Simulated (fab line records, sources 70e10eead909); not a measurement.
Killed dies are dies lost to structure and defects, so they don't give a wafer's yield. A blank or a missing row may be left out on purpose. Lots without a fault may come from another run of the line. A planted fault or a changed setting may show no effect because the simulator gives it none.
Chamber matching | flow nand_harc | NHARC_A_STAIRCASE_ALD_420 on ald_hk-03: 4 sister chambers
The step deposits SiO2, target thk 20 nm, pulse time 6 s, ald cycles 200. 18 wafers are shown with their chamber, then 9 later ones without.

WAFERS WITH THEIR CHAMBER
wafer  | chamber | heater_power_w (W) | precursor_pulse_height_rel | susceptor_temp_C (C)
L076.1 | 1       | 489                | 0.976                      | 299.66
L076.3 | 2       | 503                | 1.001                      | 300.45
L076.6 | 3       | 485                | 1.014                      | 299.82
L077.2 | 1       | 493                | 1.018                      | 299.83
L077.4 | 2       | 500                | 0.989                      | 300.23
L077.6 | 1       | 492                | 0.984                      | 300.08
L078.1 | 0       | 470                | 1.029                      | 299.72
L078.2 | 1       | 493                | 0.977                      | 300.00
L078.4 | 2       | 497                | 1.012                      | 299.87
L082.1 | 3       | 472                | 0.999                      | 299.86
L082.3 | 0       | 446                | 1.008                      | 299.91
L082.4 | 1       | 492                | 0.965                      | 300.04
L088.1 | 2       | 504                | 0.987                      | 300.07
L088.3 | 3       | 470                | 1.023                      | 299.95
L088.4 | 0       | 439                | 0.984                      | 299.90
L089.2 | 0       | 434                | 1.010                      | 299.98
L089.4 | 2       | 513                | 0.994                      | 299.80
L089.6 | 0       | 457                | 0.995                      | 299.93

SIGNATURES (means of the wafers above)
reading                    | chamber 0 | chamber 1 | chamber 2 | chamber 3 | scatter within a chamber
heater_power_w             | 449.20    | 491.80    | 503.40    | 475.67    | 8.97
precursor_pulse_height_rel | 1.00520   | 0.98400   | 0.99660   | 1.01200   | 0.0158
susceptor_temp_C           | 299.8880  | 299.9220  | 300.0840  | 299.8767  | 0.18
Rule: a wafer's distance from a chamber is the root of the sum, over the readings, of the square of ((its reading less the chamber's mean) divided by the reading's scatter). The wafer belongs to the nearest chamber; if the next one is less than 2 further off, it can't be placed. The scatter: the root of (the sum of the squares of (reading less its chamber's mean) over the shown wafers, divided by (wafers less chambers)).

WAFERS WITHOUT THEIR CHAMBER
wafer  | heater_power_w (W) | precursor_pulse_height_rel | susceptor_temp_C (C)
L092.2 | 482                | 0.995                      | 300.02
L092.4 | 492                | 0.986                      | 299.80
L092.5 | 488                | 1.008                      | 299.83
L094.1 | 495                | 1.000                      | 299.84
L094.3 | 515                | 0.999                      | 300.12
L094.5 | 499                | 1.020                      | 300.10
L097.2 | 448                | 0.986                      | 300.03
L097.4 | 534                | 1.005                      | 299.99
L097.5 | 437                | 1.013                      | 300.10

WHICH CHAMBER EACH WENT THROUGH
wafer  | from the rows above          | in truth
L092.2 | can't be placed: 1 or 3 or 2 | 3
L092.4 | can't be placed: 1 or 2 or 3 | 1
L092.5 | can't be placed: 3 or 1 or 2 | 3
L094.1 | can't be placed: 1 or 2 or 3 | 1
L094.3 | can't be placed: 2 or 1      | 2
L094.5 | can't be placed: 2 or 1 or 3 | 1
L097.2 | 0                            | 0
L097.4 | can't be placed: 2 or 1      | 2
L097.5 | 0                            | 0
Placed correctly: 2 of 9. Can't be placed from these rows: 7 (the true chamber is among the candidates in 7). Placed wrongly: 0.
